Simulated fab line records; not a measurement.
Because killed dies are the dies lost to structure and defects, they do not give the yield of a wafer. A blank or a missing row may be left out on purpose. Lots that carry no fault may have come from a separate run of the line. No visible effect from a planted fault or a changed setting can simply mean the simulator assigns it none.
A struck lot beside a sound one ; flow nandHarc ; 14 out of 1302 route steps
Sound: wafers L302.2, L302.5, L302.6. Wafers struck: L308.1, L308.2, L308.6. The cause is given at the end.
At each step with rows: each side's tool, then ch and its chambers, then its first start. Under that, the readings that differ: sound wafers ; struck wafers ; difference of the means ; sigmas: that difference in standard deviations of wafers without a fault.
alike: readings whose means differ by less than 2 such deviations, and words and numbers that are the same on both sides. not compared: withheld readings, readings that some wafer has no value for, bounds like >300 that may hide the same value, and numbers for which the record gives no deviation and whose values overlap.
Wherever a step has rows on one side only, a row that says differs or no value, or a row with sigmas, the two part there. Numbers that have no deviation but don't overlap get no sigmas and don't part them. A reading missing from all wafers of one side parts the sides only when that side holds two or more wafers.

first, 8 steps without rows for these wafers: NHARC_THIN_TSV_DEHYDRATE_25 (time 120 s); NHARC_THIN_TSV_HMDS_26 (time 30 s); NHARC_THIN_TSV_COAT_27; NHARC_THIN_TSV_SOFTBAKE_28 (time 95 s); NHARC_THIN_TSV_EBR_29; NHARC_THIN_TSV_EXPOSE_30 (exposes mask PAD); NHARC_THIN_TSV_PEB_31 (peb time 85 s); NHARC_THIN_TSV_DEVELOP_32 (time 70 s).
NHARC_THIN_TSV_CD_MEAS_33: target cd 5000 nm.
  sound on cdSem-03 ch 0, day 29 12:09; struck on cdSem-02 ch 0, day 31 19:55
  alike: cdNm
then, 1 step without rows for these wafers: NHARC_THIN_TSV_HARDBAKE_34 (time 80 s).
NHARC_THIN_TSV_DESCUM_35: chemistry O2, time 3 s.
  sound on rieDiel-06 ch 1,2, day 29 12:19; struck on rieDiel-12 ch 0,1, day 31 20:05
reading;sound;struck;difference;sigmas
drypumpMotorCurrentA (A);4.6 4.6 5.6;6.0 6.1 6.1;+1.1;+3
o2FlowSccm (sccm);198.5 199.1 199.4;200.6 199.7 200.7;+1.3;+2
oesProductAu (a.u.);0.982 0.976 1.005;1.009 1.021 1.015;+0.027;+3
  alike: rfVppV, showerheadPlenumPTorr, throttleValvePct
  not compared: rfHoursCounterH
NHARC_THIN_TSV_ETCH_59: etches the open film in Cl2/BCl3, target depth 880 nm, time 138.1 s.
  sound on rieMetal-02 ch 0,1, day 29 12:28; struck on rieMetal-02 ch 0,1, day 31 20:13
  alike: bcl3FlowSccm, biasW, drypumpMotorCurrentA, oesProductAu, rfFwdPowerW, throttleValvePct
  not compared: rfHoursCounterH
NHARC_THIN_TSV_ETCH_36: etches the open film in Cl2/BCl3, target depth 65 nm, time 18.571 s.
  sound on rieMetal-02 ch 0,1, day 29 12:44; struck on rieMetal-02 ch 0,1, day 31 20:28
  no value came back on the struck wafers for chamberPressureMTorr (mTorr), drypumpMotorCurrentA (A), oesProductAu (a.u.); on the sound wafers chamberPressureMTorr (mTorr) reads 9.992 10.008 9.988
  not compared: rfHoursCounterH
NHARC_THIN_TSV_STRIP_56: strips in O2.
  sound on plasmaAsher-02 ch 0,1, day 29 12:49; struck on plasmaAsher-01 ch 0,1, day 31 20:34
  alike: drypumpMotorCurrentA, heaterPowerW
  not compared: rfHoursCounterH

== WHERE THEY PART ==
At NHARC_THIN_TSV_DESCUM_35 first; at NHARC_THIN_TSV_ETCH_36 last (within this record only). Later steps at which nothing parts them and some readings are alike: NHARC_THIN_TSV_STRIP_56.

WHY: whatever the simulator had introduced
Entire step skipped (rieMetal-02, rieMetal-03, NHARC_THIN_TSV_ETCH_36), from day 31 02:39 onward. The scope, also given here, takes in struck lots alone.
